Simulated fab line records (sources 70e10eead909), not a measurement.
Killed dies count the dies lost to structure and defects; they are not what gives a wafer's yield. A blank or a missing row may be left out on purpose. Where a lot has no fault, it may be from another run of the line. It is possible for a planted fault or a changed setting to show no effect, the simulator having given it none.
Matching of chambers | flow nandHarc | rieSi-05 running NHARC_A_CHANNEL_FILL_D2_ETCHBACK_19: 4 sister chambers
The step etches the open film in HBr/Cl2, target depth 5 nm, time 1.7 s. 20 wafers are shown with their chamber, then 10 later ones without.

## WAFERS PAIRED WITH THEIR CHAMBERS
wafer  | chamber | drypumpMotorCurrentA (A) | oesProductAu (a.u.) | throttleValvePct (%)
L074.2 | 2       | 6.1                      | 1.004               | 26.413
L074.3 | 3       | 5.7                      | 1.002               | 26.406
L074.5 | 3       | 5.7                      | 0.998               | 26.407
L074.1 | 1       | 6.1                      | 1.012               | 26.394
L074.4 | 1       | 6.1                      | 1.002               | 26.396
L074.6 | 2       | 6.1                      | 1.020               | 26.397
L076.3 | 1       | 6.1                      | 1.022               | 26.408
L076.5 | 0       | 5.4                      | 1.014               | 26.411
L076.6 | 1       | 6.1                      | 1.012               | 26.412
L077.2 | 0       | 5.4                      | 1.026               | 26.412
L077.3 | 1       | 6.1                      | 1.017               | 26.413
L077.5 | 2       | 6.2                      | 1.032               | 26.407
L086.2 | 1       | 6.1                      | 0.999               | 26.412
L086.5 | 1       | 6.1                      | 1.003               | 26.400
L086.6 | 0       | 5.4                      | 1.010               | 26.404
L090.1 | 3       | 5.7                      | 1.002               | 26.402
L090.2 | 2       | 6.2                      | 1.018               | 26.385
L090.3 | 0       | 5.4                      | 1.011               | 26.404
L091.1 | 2       | 6.2                      | 0.995               | 26.400
L091.2 | 0       | 5.4                      | 1.026               | 26.390

SIGNATURES (means of the wafers above)
reading              | chamber 0 | chamber 1 | chamber 2 | chamber 3 | scatter within a chamber
drypumpMotorCurrentA | 5.400     | 6.100     | 6.160     | 5.700     | 0.0274
oesProductAu         | 1.01740   | 1.00957   | 1.01380   | 1.00067   | 0.0098
throttleValvePct     | 26.40420  | 26.40500  | 26.40040  | 26.40500  | 0.00856
Rule: distance of a wafer from a chamber = root of the sum over the readings of ((wafer's reading minus chamber's mean) / reading's scatter) squared. The wafer belongs to the nearest chamber; if the next one is less than 2 further off, it can't be placed. The scatter: the root of (the sum of the squares of (reading less its chamber's mean) over the shown wafers, divided by (wafers less chambers)).

## WAFERS MISSING THEIR CHAMBER
wafer  | drypumpMotorCurrentA (A) | oesProductAu (a.u.) | throttleValvePct (%)
L091.3 | 5.7                      | 0.988               | 26.404
L093.1 | 6.2                      | 1.007               | 26.395
L093.2 | 5.4                      | 1.020               | 26.413
L093.5 | 5.4                      | 1.036               | 26.408
L095.1 | 5.4                      | 1.012               | 26.410
L095.2 | 6.0                      | 1.016               | 26.403
L095.3 | 5.7                      | 1.001               | 26.399
L097.2 | 6.2                      | 0.999               | 26.408
L097.5 | 5.7                      | 0.999               | 26.400
L097.6 | 6.2                      | 1.003               | 26.414

## EACH ONE'S CHAMBER
wafer  | from the rows above     | in truth
L091.3 | 3                       | 3
L093.1 | 2                       | 2
L093.2 | 0                       | 0
L093.5 | 0                       | 0
L095.1 | 0                       | 0
L095.2 | 1                       | 1
L095.3 | 3                       | 3
L097.2 | can't be placed: 2 or 1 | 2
L097.5 | 3                       | 3
L097.6 | can't be placed: 2 or 1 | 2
8 of 10 placed correctly. Cannot be placed on the basis of these rows: 2; the candidates contain the true chamber in 2. Placed wrongly: 0.
